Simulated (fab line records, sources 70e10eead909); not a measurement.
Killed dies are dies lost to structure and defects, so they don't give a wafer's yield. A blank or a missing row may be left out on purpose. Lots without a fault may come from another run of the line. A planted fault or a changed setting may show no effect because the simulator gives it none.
Tool commonality check | flow nand_harc | 10 lots, 30 wafers sampled

WHY IT WAS OPENED
At NHARC_END_SORT_01 the reading sort_bin_2_pct is flagged on 3 of 10 lots. Wafers without a fault read 1.4 %, standard deviation 0.6.
Rule: a lot is flagged when every wafer of it that has a number lies more than 4 standard deviations from that mean, or none has a number. The other lots count as sound.

lot  | measured     | on        | sort_bin_2_pct (%), wafer by wafer | flag
L202 | day 21 01:56 | prober-01 | 0.4 0.6 0.7                        |
L209 | day 21 10:04 | prober-02 | 1.9 1.8 1.5                        |
L208 | day 21 17:29 | prober-01 | 1.6 1.2 1.9                        |
L211 | day 21 19:28 | prober-02 | 1.9 2.1 2.8                        |
L210 | day 22 13:37 | prober-01 | 2.7 1.5 2.2                        |
L215 | day 23 04:33 | prober-02 | 1.3 0.4 0.7                        |
L213 | day 24 00:34 | prober-02 | 39.0 36.0 35.9                     | FLAGGED
L217 | day 24 15:25 | prober-02 | 32.1 33.7 38.1                     | FLAGGED
L220 | day 24 16:15 | prober-01 | 36.6 36.9 36.0                     | FLAGGED
L222 | day 24 23:17 | prober-01 | 1.8 0.7 2.1                        |
The numbers of the flagged lots are 36.0 % on average: +34.6 % against the usual, or +58 standard deviations.

WHICH TOOL RAN EACH LOT
The record holds 3 process steps before the reading, out of a route of 1159 steps. In each cell: the tool, then ch and the chambers that the sampled wafers went through, then the start.
lot  | flag    | NHARC_A_BONDPAD_ECD_18         | NHARC_THIN_TSV_PRE_CLEAN_50             | NHARC_THIN_TSV_ANNEAL_52
L202 |         | ecd_cu-02 ch 0,1, day 19 07:23 | pvd_sputter-02, day 20 03:08 or earlier | rtp_anneal-02 ch 0, day 20 03:08
L209 |         | ecd_cu-02 ch 0,1, day 20 03:26 | pvd_sputter-02, day 20 21:25 or earlier | rtp_anneal-01 ch 0, day 20 21:25
L208 |         | ecd_cu-02 ch 0,1, day 20 08:32 | pvd_sputter-03, day 21 05:11 or earlier | rtp_anneal-02 ch 0, day 21 05:11
L211 |         | ecd_cu-02 ch 0,1, day 20 14:16 | pvd_sputter-02, day 21 06:22 or earlier | rtp_anneal-01 ch 0, day 21 06:22
L210 |         | ecd_cu-02 ch 0,1, day 21 04:39 | pvd_sputter-01, day 22 01:09 or earlier | rtp_anneal-01 ch 0, day 22 01:09
L215 |         | ecd_cu-02 ch 0,1, day 21 18:02 | pvd_sputter-03, day 22 18:18 or earlier | rtp_anneal-02 ch 0, day 22 18:18
L213 | FLAGGED | ecd_cu-02 ch 0, day 22 18:19   | pvd_sputter-02, day 23 12:40 or earlier | rtp_anneal-02 ch 0, day 23 12:40
L217 | FLAGGED | ecd_cu-02 ch 0,1, day 22 21:14 | pvd_sputter-03, day 23 17:16 or earlier | rtp_anneal-01 ch 0, day 23 17:16
L220 | FLAGGED | ecd_cu-02 ch 0,1, day 22 22:22 | pvd_sputter-03, day 23 21:28 or earlier | rtp_anneal-01 ch 0, day 23 21:28
L222 |         | ecd_cu-01 ch 0,1, day 23 03:31 | pvd_sputter-01, day 23 22:47 or earlier | rtp_anneal-02 ch 0, day 23 22:47
What these steps do:
- NHARC_A_BONDPAD_ECD_18: material Cu, target thk 400 nm.
- NHARC_THIN_TSV_PRE_CLEAN_50: time 30 s.
- NHARC_THIN_TSV_ANNEAL_52: time 90 s.
- NHARC_END_SORT_01

FLAGGED OVER TOTAL, TOOL BY TOOL (the gauges that took the reading come last)
step                        | tool           | lots run | flagged | share of the flagged lots | sound lots run after its first flagged lot
NHARC_A_BONDPAD_ECD_18      | ecd_cu-01      | 1        | 0       | none                      | -
NHARC_A_BONDPAD_ECD_18      | ecd_cu-02      | 9        | 3       | all                       | 0
NHARC_THIN_TSV_PRE_CLEAN_50 | pvd_sputter-01 | 2        | 0       | none                      | -
NHARC_THIN_TSV_PRE_CLEAN_50 | pvd_sputter-02 | 4        | 1       | some                      | 0
NHARC_THIN_TSV_PRE_CLEAN_50 | pvd_sputter-03 | 4        | 2       | some                      | 0
NHARC_THIN_TSV_ANNEAL_52    | rtp_anneal-01  | 5        | 2       | some                      | 0
NHARC_THIN_TSV_ANNEAL_52    | rtp_anneal-02  | 5        | 1       | some                      | 1 (L222)
NHARC_END_SORT_01           | prober-01      | 5        | 1       | some                      | 1 (L222)
NHARC_END_SORT_01           | prober-02      | 5        | 2       | some                      | 0
NHARC_THIN_TSV_PRE_CLEAN_50 gives no start for some lots, so the hours and the order of its lots are those of NHARC_THIN_TSV_ANNEAL_52.

WHAT THE TABLE ALLOWS
1 row of the table ran every flagged lot: ecd_cu-02 at NHARC_A_BONDPAD_ECD_18.
- ecd_cu-02 at NHARC_A_BONDPAD_ECD_18: 3 of its 9 lots flagged. Its last sound lot is L215 (day 21 18:02), its first flagged lot L213 (day 22 18:19): a fault that began between those two fits.
One tool is left: ecd_cu-02 at NHARC_A_BONDPAD_ECD_18.

WHAT THE SIMULATOR HAD PUT IN
Chamber particle source: ecd_cu-02, from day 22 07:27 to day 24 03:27, at NHARC_A_BONDPAD_ECD_18. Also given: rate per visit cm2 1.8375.
Lots struck among those shown: L213, L217, L220. The rule above found the same.
